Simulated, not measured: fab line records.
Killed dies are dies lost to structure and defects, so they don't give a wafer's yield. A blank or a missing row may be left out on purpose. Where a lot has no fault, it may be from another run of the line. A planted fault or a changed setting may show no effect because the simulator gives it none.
fab line records	flow n5_finfet
record lots=10	wafers=28	last_day=17
route steps=1938 shown GATE_CUT@499 MOL_CONTACT_COAG@520 BEOL_M4@1111 PASSIVATION@1936
lots untouched by any fault: they come from a run of this same line in which no faults occurred
start_h: hours from the record's opening day to when the first of the lot's shown wafers began	wait_h: hours since the lot's step before	" identical to the entry in the row above	L1.1+2: one row covering several wafers at once	- either no value or no given start	* or withheld: withheld	< > ~ a bound
route shown NAME@n: a module of which the file shows steps, and the number in the route of the first	usual: mean and standard deviation over wafers with no fault	same: alike in all rows	chamber/n: place in a boat	sites: readings site by site	_std_site: how widely they spread, as a standard deviation	_edge_site: outer sites' mean less inner sites'	radius_mm: how far each site lies from the wafer's centre	mask NAME#n: copy n	behind: the most recent tool/chamber to have shaped the wafer	hold: the reason the lot was held/the length of the hold in hours/how it ended	device: transistor that didn't switch, given as n, p or np	end of line: tests run on the same wafers once the route is complete	where a step has no rows: the recipe by itself	killed: count of dies lost to structure and defects at first sort (not the wafer's yield)	map: a wafer's dies, x killed, . not, _ none there
set.NAME: setting as actually run; set.NAME@STEP: the setting as run at that earlier step	model.NAME: the simulator's own value behind a step, which no gauge read
route steps across a sampled set of lots; one table per step, one row per wafer
services: the hour from which a tool's chamber was out of use, counted from the record's first day as start_h (under 0 if before that day), plus the number of hours and why
## steps
# step N5_GATE_CUT_ETCH_19
# recipe chemistry=CH3F/O2	target=SiNx	mask_material=SiO2	target_depth_a=537	time_s=76.7	pressure_mtorr=30	source_w=395	bias_w=73	Ar_flow_sccm=150	CH3F_flow_sccm=30	O2_flow_sccm=20	ion_energy_ev=120	ends=cleared
# usual bias_w=73.01/0.22	drypump_motor_current_A=5.8/0.42	etch_rf_on_time_s=77.3/2.3	oes_product_au=0.65/0.07	rf_vpp_V=296/9.9	showerhead_plenum_p_Torr=2.02/0.058	throttle_valve_pct=16.41/0.19
lot.wafer	tool	chamber	start_h	wait_h	bias_w	drypump_motor_current_A	etch_rf_on_time_s	oes_product_au	rf_hours_counter_h	rf_vpp_V	showerhead_plenum_p_Torr	throttle_valve_pct
L962.2	rie_diel-03	0	86.63	0.0	72.94	6.1	79.6	0.65	134	289	2.08	16.13
L962.3	"	2	"	"	72.68	6.4	76.7	0.64	139	301	2.00	16.30
L962.5	"	1	"	"	73.05	5.7	78.2	0.64	-	293	1.99	16.55
L964.1	rie_diel-01	0	94.91	0.0	72.69	5.1	74.6	0.65	151	290	2.09	16.30
L964.3	"	2	"	"	73.02	5.4	76.2	0.76	36	304	2.03	16.40
L964.5	"	0	"	"	72.90	5.1	75.3	0.65	-	290	2.09	16.29
L965.1	rie_diel-03	1	101.73	0.0	72.80	5.7	78.9	0.63	150	289	1.99	16.57
L965.3	"	0	"	"	73.07	6.1	78.7	0.66	138	288	2.08	16.14
L965.6	"	3	"	"	72.89	6.5	78.2	0.81	-	300	2.14	16.11
L966.1	rie_diel-02	1	111.79	0.0	73.21	5.7	79.5	0.62	169	283	1.93	16.64
L966.6	"	2	"	"	73.04	6.0	75.6	0.66	-	295	2.09	16.45
L977.4	rie_diel-01	2	174.14	0.0	73.18	5.4	75.7	0.74	62	304	2.02	16.45
L977.5	"	1	"	"	73.11	5.6	80.1	0.57	-	278	1.96	16.28
L977.6	"	2	"	"	73.04	5.4	75.6	0.74	-	304	2.02	16.46
L978.1	rie_diel-03	3	178.90	0.0	72.52	6.6	81.0	0.75	34	299	2.13	16.15
L978.2	"	0	"	"	72.94	6.1	80.4	0.63	161	287	2.07	16.19
L978.5	"	2	"	"	72.99	6.4	77.2	0.62	-	302	1.99	16.33
L979.2	rie_diel-02	0	186.37	0.0	73.51	5.9	73.3	0.60	246	312	2.03	16.49
L979.3	"	2	"	"	72.60	6.0	74.9	0.64	179	296	2.08	16.49
L979.4	"	1	"	"	73.30	5.7	78.4	0.60	193	284	1.92	16.70
L980.2	rie_diel-01	3	191.83	0.0	72.91	6.3	79.5	0.57	247	295	1.96	16.47
L980.5	"	0	"	"	73.00	5.1	75.2	0.63	-	290	2.08	16.33
L980.6	"	2	"	"	72.89	5.4	75.1	0.74	-	305	2.02	16.48
L981.2	rie_diel-01	2	200.91	0.0	72.76	5.4	75.1	0.73	71	306	2.02	16.50
L981.4	"	3	"	"	73.25	6.3	80.1	0.57	-	296	1.96	16.44
L981.5	"	2	"	"	72.89	5.4	74.5	0.74	-	306	2.02	16.48
L985.5	rie_diel-02	3	228.81	0.0	72.84	5.8	75.1	0.59	-	311	1.96	16.80
L985.6	"	0	"	"	73.17	5.9	73.2	0.83	-	311	2.03	15.94
# step N5_GATE_CUT_VAPOR_ETCH_48
# recipe chemistry=BCl3/Cl2	target=TiN	mode=isotropic
# usual drypump_motor_current_A=5.8/0.41	oes_product_au=0.79/0.1
lot.wafer	tool	chamber	start_h	wait_h	drypump_motor_current_A	oes_product_au
L962.2	rie_metal-01	1	86.92	0.0	5.5	0.58
L962.3	"	1	"	"	5.5	0.58
L962.5	"	0	"	"	5.9	0.77
L964.1	rie_metal-03	1	95.20	0.0	5.6	0.64
L964.3	"	1	"	"	5.6	0.65
L964.5	"	1	"	"	5.6	0.64
L965.1	rie_metal-03	1	102.02	0.0	5.6	0.64
L965.3	"	1	"	"	5.6	0.64
L965.6	"	1	"	"	5.6	0.65
L966.1	rie_metal-02	0	112.08	0.0	6.6	0.86
L966.6	"	0	"	"	6.6	0.85
L977.4	rie_metal-03	1	174.43	0.0	5.6	0.64
L977.5	"	0	"	"	5.3	0.88
L977.6	"	1	"	"	5.7	0.64
L978.1	rie_metal-02	1	179.19	0.0	5.8	0.85
L978.2	"	0	"	"	6.6	0.82
L978.5	"	1	"	"	5.8	0.85
L979.2	rie_metal-02	0	186.66	0.0	6.6	0.84
L979.3	"	1	"	"	5.8	0.85
L979.4	"	0	"	"	6.6	0.84
L980.2	rie_metal-01	0	192.11	0.0	5.8	0.74
L980.5	"	1	"	"	5.5	0.97
L980.6	"	0	"	"	5.8	0.74
L981.2	rie_metal-03	0	201.20	0.0	5.3	0.87
L981.4	"	0	"	"	5.4	0.87
L981.5	"	1	"	"	5.6	0.62
L985.5	rie_metal-01	0	229.08	0.0	5.8	0.73
L985.6	"	1	"	"	5.5	0.91
# step N5_GATE_CUT_INSPECT_26
# recipe inspect_instrument=darkfield	mode=post_cmp
# usual raw_defect_count=38/18
lot.wafer	tool	chamber	start_h	wait_h	raw_defect_count
L962.2	defect_inspect-02	-	90.31	0.0	31
L962.3	"	-	"	"	35
L962.5	"	-	"	"	49
L964.1	defect_inspect-01	-	99.09	0.0	38
L964.3	"	-	"	"	34
L964.5	"	-	"	"	33
L965.1	defect_inspect-02	-	104.88	0.0	43
L965.3	"	-	"	"	26
L965.6	"	-	"	"	23
L966.1	defect_inspect-02	-	114.96	0.0	12
L966.6	"	-	"	"	19
L977.4	defect_inspect-01	-	177.21	0.0	88
L977.5	"	-	"	"	38
L977.6	"	-	"	"	65
L978.1	defect_inspect-01	-	182.34	0.2	29
L978.2	"	-	"	"	34
L978.5	"	-	"	"	43
L979.2	defect_inspect-02	-	189.55	0.0	33
L979.3	"	-	"	"	34
L979.4	"	-	"	"	36
L980.2	defect_inspect-02	-	194.92	0.0	41
L980.5	"	-	"	"	30
L980.6	"	-	"	"	31
L981.2	defect_inspect-02	-	203.99	0.0	57
L981.4	"	-	"	"	59
L981.5	"	-	"	"	29
L985.5	defect_inspect-01	-	231.85	0.0	47
L985.6	"	-	"	"	59
# step N5_MOL_CONTACT_COAG_COAT_02
# recipe resist=CAR-EUV	spin_rpm=1500	resist_thk_nm=30
# usual exhaust_pa=45.0/0.83	spin_speed_rpm=1500.0/0.96
lot.wafer	tool	chamber	start_h	wait_h	exhaust_pa	spin_speed_rpm
L962.2	litho_track-02	0	90.35	-	45.3	1499.7
L962.3	"	0	"	"	45.7	1498.9
L962.5	"	0	"	"	44.5	1499.1
L964.1	litho_track-01	0	99.13	-	45.5	1500.9
L964.3	"	0	"	"	45.0	1500.8
L964.5	"	0	"	"	45.1	1499.8
L965.1	litho_track-02	0	104.92	-	45.9	1498.7
L965.3	"	0	"	"	46.3	1500.1
L965.6	"	0	"	"	46.3	1500.3
L966.1	litho_track-04	0	115.00	-	44.8	1499.5
L966.6	"	0	"	"	45.1	1500.6
L977.4	litho_track-02	0	177.25	-	45.6	1439.5
L977.5	"	0	"	"	45.5	1439.2
L977.6	"	0	"	"	46.4	1440.8
L978.1	litho_track-02	0	182.38	-	44.6	1440.3
L978.2	"	0	"	"	44.8	1439.9
L978.5	"	0	"	"	45.1	1439.5
L979.2	litho_track-01	0	189.58	-	44.0	1500.9
L979.3	"	0	"	"	44.8	1501.1
L979.4	"	0	"	"	44.9	1500.7
L980.2	litho_track-04	0	194.96	-	44.7	1499.8
L980.5	"	0	"	"	43.6	1500.0
L980.6	"	0	"	"	44.1	1500.3
L981.2	litho_track-04	0	204.03	-	44.3	1500.4
L981.4	"	0	"	"	43.5	1500.6
L981.5	"	0	"	"	43.3	1499.6
L985.5	litho_track-04	0	231.89	-	44.7	1500.5
L985.6	"	0	"	"	46.5	1500.9
# step N5_BEOL_M4_RC_MEAS_101
# usual DIBL_N=36.8/2.2	DIBL_P=37.0/2.8	IOFF_N=0.18/0.043	IOFF_P=0.23/0.05	ION_N=680/14	ION_P=466/9.1	SS_N=71.7/0.74	SS_P=73.5/0.79	VT_N=248/4	VT_P=-249/4.1
lot.wafer	tool	chamber	start_h	wait_h	DIBL_N[mV/V]	DIBL_P[mV/V]	IOFF_N[nA/um]	IOFF_P[nA/um]	ION_N[uA/um]	ION_P[uA/um]	SS_N[mV/dec]	SS_P[mV/dec]	VT_N[mV]	VT_P[mV]
L964.1	prober-01	0	169.07	0.0	39.6	41.3	0.29	0.36	715	484	72.7	74.8	238	-241
L964.3	"	0	"	"	35.4	36.2	0.17	0.22	691	470	71.5	73.3	247	-246
L964.5	"	0	"	"	37.8	39.6	0.23	0.32	696	480	72.1	74.0	243	-242
L962.2	prober-01	0	177.38	0.2	34.7	35.3	0.13	0.19	665	459	71.2	73.2	251	-253
L962.3	"	0	"	"	33.8	35.0	0.13	0.19	687	467	71.0	73.7	249	-251
L962.5	"	0	"	"	37.8	38.8	0.20	0.25	689	467	71.7	74.1	246	-249
L965.1	prober-01	0	197.16	0.1	35.7	36.9	0.18	0.19	677	453	71.6	73.4	243	-254
L965.3	"	0	"	"	36.3	38.2	0.17	0.19	667	456	71.6	73.1	253	-253
L965.6	"	0	"	"	37.7	40.2	0.23	0.24	700	467	72.0	73.6	244	-250
L966.1	prober-01	0	200.37	0.2	36.6	39.3	0.18	0.20	682	455	71.6	73.9	246	-253
L966.6	"	0	"	"	32.5	33.7	0.10	0.13	659	444	70.4	72.3	255	-259
L977.4	prober-01	0	253.72	0.5	34.1	33.3	0.12	0.20	659	459	71.4	73.2	254	-249
L977.5	"	0	"	"	35.7	34.9	0.14	0.23	666	467	71.9	73.1	251	-247
L977.6	"	0	"	"	35.5	34.5	0.14	0.22	657	460	71.1	72.6	252	-249
L978.1	prober-02	0	255.22	0.0	38.0	35.6	0.16	0.18	675	453	71.6	73.2	249	-254
L978.2	"	0	"	"	38.0	37.6	0.18	0.21	677	454	72.3	73.6	249	-251
L978.5	"	0	"	"	34.9	31.6	0.12	0.13	662	448	71.6	72.1	254	-256
L979.2	prober-02	0	260.82	0.2	38.1	35.3	0.18	0.24	688	475	72.0	73.1	249	-246
L979.3	"	0	"	"	40.9	38.5	0.22	0.30	693	478	72.2	74.1	243	-244
L979.4	"	0	"	"	38.4	35.4	0.16	0.23	669	459	71.9	73.5	252	-248
L981.2	prober-01	0	284.66	0.2	33.8	32.3	0.13	0.18	664	461	71.4	72.0	253	-252
L981.4	"	0	"	"	36.8	36.9	0.18	0.25	682	468	71.5	72.8	247	-249
L981.5	"	0	"	"	38.4	38.7	0.23	0.27	700	479	71.8	73.7	242	-248
L980.2	prober-02	0	284.80	0.2	34.6	34.2	0.13	0.19	664	457	70.7	73.0	252	-251
L980.5	"	0	"	"	30.4	29.0	0.08	0.12	636	441	69.9	71.5	259	-257
L980.6	"	0	"	"	39.2	40.9	0.25	0.31	695	474	71.6	74.1	242	-244
L985.5	prober-02	0	299.52	0.6	36.7	37.9	0.20	0.26	686	474	72.2	73.6	243	-244
L985.6	"	0	"	"	37.7	40.2	0.22	0.31	701	487	72.3	74.8	242	-241
# step N5_PASSIVATION_PROBE_49
# usual defect_limited_yield=91.4/1.5	killed_at_M0_to_M3=36/11	killed_at_M4_up=14/6	killed_at_contacts=11/6	killed_at_front_end=37/11	killed_at_other=4/3.4	killed_dies=102/18	killed_open=66/13	killed_short=34/7.8	sort_bin_5_function=5.0/0.97	sort_bin_6_memory=3.2/0.7	sort_bin_8_speed=0.0/0.38	sort_n_pass=1078/19	sort_yield_pct=91.3/1.6
# same gross_dies=1180	killed_at_back_side=0	sort_bin_4_leakage[%]=0
lot.wafer	tool	chamber	start_h	wait_h	defect_limited_yield[%]	killed_at_M0_to_M3	killed_at_M4_up	killed_at_contacts	killed_at_front_end	killed_at_other	killed_dies	killed_open	killed_short	sort_bin_5_function[%]	sort_bin_6_memory[%]	sort_bin_8_speed[%]	sort_n_pass	sort_yield_pct[%]
L966.1	prober-01	-	307.61	0.0	91.6	44	7	8	39	1	99	71	28	5.0	3.0	0	1081	91.6
L966.6	prober-01	-	307.86	0.3	90.3	32	7	12	55	8	114	72	39	5.0	4.3	0	1066	90.3
# killed by level:class
L966.1 BEOL_M2:geometric_particle:open=12 FIN_SAQP:geometric_particle:open=11 MOL_CONTACT_COAG:geometric_particle:open=8 BEOL_M0_SAQP:geometric_particle:open=8 BEOL_M0_SAQP:geometric_particle:short=6 FIN_SAQP:geometric_particle:short=5 DUMMY_GATE:geometric_particle:open=4 BEOL_M0:geometric_particle:open=4
L966.6 FIN_SAQP:geometric_particle:open=17 FIN_SAQP:geometric_particle:short=11 BEOL_M0_SAQP:geometric_particle:open=9 DUMMY_GATE:geometric_particle:open=7 MOL_CONTACT_COAG:geometric_particle:open=7 BEOL_M0_SAQP:geometric_particle:short=6 STI_FIN_REVEAL:geometric_particle:open=5 BEOL_M2:geometric_particle:open=5
## services
tool	chamber	start_h	hours	kind
rie_diel-01	3	70.53	31.2	repair
litho_track-02	-	92.12	-	consumable_replace:filter
litho_track-01	-	120.50	-	consumable_replace:filter
rie_diel-01	0	140.58	7.1	repair
rie_diel-01	-	143.86	3.3	repair
rie_diel-03	1	147.36	3.3	repair
rie_metal-01	1	155.69	-	clean
rie_metal-01	1	155.69	22.2	scheduled_down
rie_metal-01	1	155.69	22.2	vent_cycle
rie_metal-02	-	156.51	1.4	pm
rie_diel-03	-	160.73	0.5	repair
rie_diel-01	1	187.49	-	clean
rie_diel-01	1	187.49	-	consumable_replace:focus_ring
rie_diel-01	1	187.49	23.4	scheduled_down
rie_diel-01	1	187.49	23.4	vent_cycle
rie_diel-03	-	198.08	1.1	repair
rie_diel-03	-	199.54	2.6	repair
rie_diel-02	0	201.57	-	clean
rie_diel-02	0	201.57	-	consumable_replace:focus_ring
rie_diel-02	0	201.57	21.2	scheduled_down
rie_diel-02	0	201.57	21.2	vent_cycle
rie_diel-01	3	213.02	48.6	repair
rie_diel-03	0	216.61	2.9	repair
rie_metal-03	-	228.42	2.8	pm
## key
first_sign step=N5_MOL_CONTACT_COAG_COAT_02	reading=spin_speed_rpm	direction=down	sigmas=62	usual=*	struck=*
effect none on later readings
met_at N5_MOL_CONTACT_COAG_COAT_02
struck_lots L977,L978
not_acting_at N5_GATE_CUT_ETCH_19,N5_GATE_CUT_VAPOR_ETCH_48,N5_GATE_CUT_INSPECT_26
onset_between 104.92 177.25
fault kind=process_parameter_drift	tool=litho_track-02	chamber=-	onset_h=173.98	steps=N5_MOL_CONTACT_COAG_COAT_02	channel=spin_rpm	offset=*	shape=step	end_h=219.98	acts_in=*	stated=*
